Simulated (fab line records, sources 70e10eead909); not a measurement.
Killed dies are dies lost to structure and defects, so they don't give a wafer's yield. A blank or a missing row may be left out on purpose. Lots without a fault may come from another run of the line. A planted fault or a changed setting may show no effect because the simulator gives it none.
A struck lot beside a sound one | flow nand_harc | 37 steps out of a route of 1159
Sound: wafers L439.1, L439.4, L439.6. Struck: wafers L450.2, L450.4, L450.5. The cause comes at the end.
At each step with rows: each side's tool, then ch and its chambers, then its first start. Under that, the readings that differ: sound wafers | struck wafers | difference of the means | sigmas: that difference in standard deviations of wafers without a fault.
alike: readings whose means differ by less than 2 such deviations, and words and numbers that are the same on both sides. not compared: withheld readings, readings that some wafer has no value for, bounds like >300 that may hide the same value, and numbers for which the record gives no deviation and whose values overlap.
The two part at a step that has a row with sigmas, a row that says differs or no value, or rows on one side only. Numbers that don't overlap but have no deviation are shown without sigmas and don't part them. A reading that every wafer of one side lacks parts them only if that side has two wafers or more.

first, 8 steps without rows for these wafers: NHARC_A_WL_FILL_CVD_03 (deposits W, target thk 40 nm, time 3302 s); NHARC_A_WL_FILL_ETCHBACK_04 (etches the open film in NF3, target depth 60 nm, time 120 s); NHARC_A_WL_FILL_ETCHBACK_05 (etches the open film in Cl2/BCl3, target depth 22 nm, time 60 s); NHARC_A_WL_FILL_STRIP_27 (strips in N2/H2, time 20 s); NHARC_A_WL_FILL_STRIP_28 (strips in post etch residue remover, time 1200 s); NHARC_A_WL_FILL_PRECLEAN_06 (cleans in DIW, time 300 s); NHARC_A_WL_FILL_SRD_07; NHARC_A_WL_FILL_ANNEAL_08 (time 1800 s).
NHARC_A_WL_FILL_ALD_10: deposits SiO2, target thk 50 nm, pulse time 10 s, ald cycles 500.
  sound on ald_hk-01 ch 0,1,3, day 17 04:32; struck on ald_hk-04 ch 0,1, day 19 13:26
  alike: heater_power_w, precursor_pulse_height_rel
then, 2 steps without rows for these wafers: NHARC_A_WL_FILL_ETCHBACK_16 (etches the open film in C4F8/O2/Ar, target depth 88 nm, time 17.6 s); NHARC_A_WL_FILL_STRIP_29 (strips in O2, time 20 s).
NHARC_A_WL_FILL_ETCHBACK_17: etches the open film in Cl2/BCl3, target depth 4 nm, time 26.7 s.
  sound on rie_metal-01 ch 0, day 17 08:23; struck on rie_metal-03 ch 0,1, day 19 18:16
  alike: drypump_motor_current_A, he_backside_leak_sccm, oes_product_au
  not compared: rf_hours_counter_h
then, 7 steps without rows for these wafers: NHARC_A_WL_FILL_PRECLEAN_18 (cleans in dHF, time 30 s); NHARC_A_WL_FILL_SRD_21; NHARC_A_WL_FILL_CVD_23 (deposits poly-Si, target thk 40 nm, time 800 s); NHARC_A_WL_FILL_ETCHBACK_26 (etches the open film in HBr, target depth 52 nm, time 13.3 s); NHARC_A_WL_FILL_PRECLEAN_30 (cleans in dHF, time 10 s); NHARC_A_WL_FILL_SRD_14; NHARC_A_WL_FILL_ALD_19 (deposits TiN, target thk 2 nm, pulse time 3 s, ald cycles 100).
NHARC_A_WL_FILL_CVD_20: deposits W, target thk 75 nm, time 5064 s.
  sound on cvd_w-01 ch 0,1; struck on cvd_w-02 ch 0
  alike: heater_power_w, throttle_valve_pct
NHARC_A_WL_FILL_CMP_12: polishes, t overpolish 30 s, target thk 75 nm.
  sound on cmp-01 ch 0,2,3, day 17 23:05; struck on cmp-01 ch 0,1, day 20 10:47
  alike: motor_current_A, overpolish_run_s, time_to_endpoint_s
then, 2 steps without rows for these wafers: NHARC_A_WL_FILL_SRD_31; NHARC_A_CONTACT_DEP_24 (deposits SiO2, target thk 500 nm).
NHARC_A_CONTACT_DEP_28: deposits aC, target thk 3600 nm.
  sound on acl_dep-02 ch 0, day 18 00:13; struck on acl_dep-02 ch 0, day 20 15:03
  alike: throttle_valve_pct
NHARC_A_CONTACT_DEP_29: deposits SiON, target thk 70 nm.
  sound on pecvd-01 ch 0,2, day 18 02:31; struck on pecvd-01 ch 0,1,2, day 20 16:52
  alike: heater_power_w, showerhead_vpp_V
then, 10 steps without rows for these wafers: NHARC_A_CONTACT_DEHYDRATE_32 (time 120 s); NHARC_A_CONTACT_HMDS_33 (time 30 s); NHARC_A_CONTACT_COAT_34 (time 75 s); NHARC_A_CONTACT_COAT_35 (time 65 s); NHARC_A_CONTACT_COAT_36 (resist thk 90 nm); NHARC_A_CONTACT_SOFTBAKE_37 (time 55 s); NHARC_A_CONTACT_EBR_38; NHARC_A_CONTACT_EXPOSE_39 (exposes mask A CC 3); NHARC_A_CONTACT_PEB_40 (peb time 65 s); NHARC_A_CONTACT_DEVELOP_41 (develop time 35 s).
NHARC_A_CONTACT_CD_MEAS_42: target cd 200 nm.
  sound on cd_sem-02 ch 0, day 18 03:05; struck on cd_sem-01 ch 0, day 20 17:37
  alike: cd_nm
-- the record jumps here: 4 days lie between the struck wafers' starts before and after (it left off in module A_CONTACT and takes up again in module END, whose first step shown is number 1159 of the route) --
NHARC_END_SORT_01:
  sound on prober-01 ch 0, day 21 04:13; struck on prober-02 ch 0, day 24 16:19
  reading         | sound | struck      | difference | sigmas
  killed_at_array | 25 14 | 110 115 107 | +91        | +9
  killed_dies     | 32 17 | 114 121 111 | +91        | +8
  killed_open     | 1 1   | 6 7 1       | +4         | +2
  alike: killed_at_other, killed_at_periphery, killed_short

WHERE THEY PART
Only at NHARC_END_SORT_01, within this record.

WHY: what the simulator had put in
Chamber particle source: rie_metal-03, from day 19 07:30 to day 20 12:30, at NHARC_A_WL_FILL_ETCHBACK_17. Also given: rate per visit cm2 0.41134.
